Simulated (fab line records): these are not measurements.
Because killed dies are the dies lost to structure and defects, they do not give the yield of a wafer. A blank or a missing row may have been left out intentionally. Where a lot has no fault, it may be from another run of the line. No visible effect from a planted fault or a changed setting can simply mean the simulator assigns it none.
Split-lot study || flow n5_finfet || route with 1938 steps; 7 lots, 21 wafers read

## THE SPLIT ITSELF
At N5_BEOL_M1_PECVD_72 (deposits SiO2 from TEOS/O2, target thk 16 nm, time 18 s), the setting temp_c was moved away from the recipe's 400 C on 10 of the 21 wafers read, by -3.4% to +4.0%. For the rest of the wafers, this setting stayed at what the recipe calls for.

## FROM THE SPLIT TO THE READING: what the file shows between them, 10 steps
- N5_BEOL_M1_COAT_05: resist thk 30 nm (also split here: spin_rpm)
- N5_BEOL_M1_EBR_07
- N5_BEOL_M1_SOFTBAKE_06: time 60 s
- N5_BEOL_M1_EXPOSE_08: exposes mask M1
- N5_BEOL_M1_PEB_09: peb time 60 s
- N5_BEOL_M1_DEVELOP_10: develop time 30 s
- N5_BEOL_M1_DESCUM_16: chemistry O2, time 7 s
- N5_BEOL_M1_ETCH_74: etches underlayer in N2/H2, target depth 6.5 nm, time 5.2 s
- N5_BEOL_M1_ETCH_63: etches SiARC in CF4, target depth 15.6 nm, time 26 s
- N5_BEOL_M1_STRIP_97: strips in N2/H2, time 10 s

## THE READING
SiO2_of_BEOL_M1_PECVD_72.thk_nm (the simulator's own value, which no gauge read), in nm, at N5_BEOL_M1_HM_STRIP_39 (strips TiN in peroxide tin strip, target depth 25 nm, time 158 s). The file does not state a usual value for it. Here, 11 wafers ran the recipe; their average is 15.8 nm with a standard deviation of 0.28 nm.

{"wafer": "L076.2", "tool, chamber at the split": "pecvd-04, 1", "temp_c as run, C": 400, "against the recipe": "recipe", "SiO2_of_BEOL_M1_PECVD_72.thk_nm, nm": 16.2, "against lot-mates on the recipe": "-"}
{"wafer": "L076.3", "tool, chamber at the split": "pecvd-04, 2", "temp_c as run, C": 410.2, "against the recipe": "+2.6%", "SiO2_of_BEOL_M1_PECVD_72.thk_nm, nm": 14.6, "against lot-mates on the recipe": -1.6}
{"wafer": "L076.6", "tool, chamber at the split": "pecvd-04, 1", "temp_c as run, C": 410.2, "against the recipe": "+2.6%", "SiO2_of_BEOL_M1_PECVD_72.thk_nm, nm": 15.2, "against lot-mates on the recipe": -1.0}
{"wafer": "L086.1", "tool, chamber at the split": "pecvd-03, 2", "temp_c as run, C": 416.1, "against the recipe": "+4.0%", "SiO2_of_BEOL_M1_PECVD_72.thk_nm, nm": 14, "against lot-mates on the recipe": -2.1}
{"wafer": "L086.5", "tool, chamber at the split": "pecvd-03, 2,0", "temp_c as run, C": 400, "against the recipe": "recipe", "SiO2_of_BEOL_M1_PECVD_72.thk_nm, nm": 16, "against lot-mates on the recipe": "-"}
{"wafer": "L086.6", "tool, chamber at the split": "pecvd-03, 2,0", "temp_c as run, C": 400, "against the recipe": "recipe", "SiO2_of_BEOL_M1_PECVD_72.thk_nm, nm": 16.2, "against lot-mates on the recipe": "-"}
{"wafer": "L087.1", "tool, chamber at the split": "pecvd-04, 1,2", "temp_c as run, C": 394.2, "against the recipe": "-1.5%", "SiO2_of_BEOL_M1_PECVD_72.thk_nm, nm": 16.2, "against lot-mates on the recipe": "+0.2"}
{"wafer": "L087.2", "tool, chamber at the split": "pecvd-04, 1,2", "temp_c as run, C": 394.2, "against the recipe": "-1.5%", "SiO2_of_BEOL_M1_PECVD_72.thk_nm, nm": 16.4, "against lot-mates on the recipe": "+0.4"}
{"wafer": "L087.4", "tool, chamber at the split": "pecvd-04, 2", "temp_c as run, C": 400, "against the recipe": "recipe", "SiO2_of_BEOL_M1_PECVD_72.thk_nm, nm": 16, "against lot-mates on the recipe": "-"}
{"wafer": "L088.1", "tool, chamber at the split": "pecvd-04, 0", "temp_c as run, C": 392.9, "against the recipe": "-1.8%", "SiO2_of_BEOL_M1_PECVD_72.thk_nm, nm": 16.8, "against lot-mates on the recipe": "+1.2"}
{"wafer": "L088.5", "tool, chamber at the split": "pecvd-04, 1", "temp_c as run, C": 400, "against the recipe": "recipe", "SiO2_of_BEOL_M1_PECVD_72.thk_nm, nm": 15.6, "against lot-mates on the recipe": "-"}
{"wafer": "L088.6", "tool, chamber at the split": "pecvd-04, 0", "temp_c as run, C": 392.9, "against the recipe": "-1.8%", "SiO2_of_BEOL_M1_PECVD_72.thk_nm, nm": 17, "against lot-mates on the recipe": "+1.4"}
{"wafer": "L089.1", "tool, chamber at the split": "pecvd-04, 0", "temp_c as run, C": 412.3, "against the recipe": "+3.1%", "SiO2_of_BEOL_M1_PECVD_72.thk_nm, nm": 14.8, "against lot-mates on the recipe": -0.6}
{"wafer": "L089.2", "tool, chamber at the split": "pecvd-04, 1", "temp_c as run, C": 400, "against the recipe": "recipe", "SiO2_of_BEOL_M1_PECVD_72.thk_nm, nm": 15.4, "against lot-mates on the recipe": "-"}
{"wafer": "L089.3", "tool, chamber at the split": "pecvd-04, 0", "temp_c as run, C": 412.3, "against the recipe": "+3.1%", "SiO2_of_BEOL_M1_PECVD_72.thk_nm, nm": 15.2, "against lot-mates on the recipe": -0.2}
{"wafer": "L094.1", "tool, chamber at the split": "pecvd-02, 0", "temp_c as run, C": 400, "against the recipe": "recipe", "SiO2_of_BEOL_M1_PECVD_72.thk_nm, nm": 16, "against lot-mates on the recipe": "-"}
{"wafer": "L094.6", "tool, chamber at the split": "pecvd-02, 0", "temp_c as run, C": 400, "against the recipe": "recipe", "SiO2_of_BEOL_M1_PECVD_72.thk_nm, nm": 16, "against lot-mates on the recipe": "-"}
{"wafer": "L094.3", "tool, chamber at the split": "pecvd-02, 2", "temp_c as run, C": 400, "against the recipe": "recipe", "SiO2_of_BEOL_M1_PECVD_72.thk_nm, nm": 15.6, "against lot-mates on the recipe": "-"}
{"wafer": "L095.2", "tool, chamber at the split": "pecvd-02, 0", "temp_c as run, C": 386.4, "against the recipe": "-3.4%", "SiO2_of_BEOL_M1_PECVD_72.thk_nm, nm": 16.8, "against lot-mates on the recipe": "+1.2"}
{"wafer": "L095.3", "tool, chamber at the split": "pecvd-02, 2", "temp_c as run, C": 400, "against the recipe": "recipe", "SiO2_of_BEOL_M1_PECVD_72.thk_nm, nm": 15.4, "against lot-mates on the recipe": "-"}
{"wafer": "L095.4", "tool, chamber at the split": "pecvd-02, 0", "temp_c as run, C": 400, "against the recipe": "recipe", "SiO2_of_BEOL_M1_PECVD_72.thk_nm, nm": 15.8, "against lot-mates on the recipe": "-"}
When a row names more than one chamber, that row covers several wafers, and the file does not tell which wafer ran in which chamber.

FIT RESULTS
A straight line over all 21 wafers: SiO2_of_BEOL_M1_PECVD_72.thk_nm changes by -0.369 nm for each +1% of temp_c; r = -0.91; the points scatter about the line by 0.31 nm.
The same after taking each lot's own level away (the mean of its wafers on the recipe; 21 wafers): -0.39 nm for each +1%; r = -0.88; scatter 0.4 nm.
On that fit, the largest move of temp_c shifts the reading by 1.6 nm.
The lots' own levels span 15.40 to 16.20 nm, that is 2.9 times the standard deviation above.
The two slopes agree, so the slope changes little with the lot-to-lot level.
Check: for one of the wafers moved furthest among these (+4.0%), held out of the fit, the line's prediction against its lot-mates is -1.32 nm. It came out at -2.1 nm against them.

## OTHER SPLITS APPLIED TO THESE WAFERS
These wafers also went through other splits before the reading. Each is held against what the fit with the lots' levels taken away leaves over:
{"other split on the same wafers": "N5_BEOL_M0_SAQP_EXPOSE_37 dose_mj", "wafers away from the commonest value": 5, "r with SiO2_of_BEOL_M1_PECVD_72.thk_nm (lot level and that fit taken away)": "+0.19"}
{"other split on the same wafers": "N5_BEOL_M1_COAT_05 spin_rpm", "wafers away from the commonest value": 5, "r with SiO2_of_BEOL_M1_PECVD_72.thk_nm (lot level and that fit taken away)": "+0.07"}

## THE WHOLE CHAIN: every reading that the file lists as answering this split, in the file's order
{"step": "N5_BEOL_M1_PECVD_72", "what it does": "deposits SiO2 from TEOS/O2, target thk 16 nm, time 18 s", "reading": "SiO2_of_BEOL_M1_PECVD_72.thk_nm (the simulator's own value, which no gauge read)", "change (the file's fit)": "-0.389 nm for each +1% of the setting", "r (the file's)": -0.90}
{"step": "N5_BEOL_M1_HM_STRIP_39", "what it does": "strips TiN in peroxide tin strip, target depth 25 nm, time 158 s", "reading": "SiO2_of_BEOL_M1_PECVD_72.thk_nm (the simulator's own value, which no gauge read)", "change (the file's fit)": "-0.405 nm for each +1% of the setting", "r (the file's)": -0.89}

## THE FILE'S OWN FIT
SiO2_of_BEOL_M1_PECVD_72.thk_nm changes by -0.405 nm for each +1% of temp_c, r = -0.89.
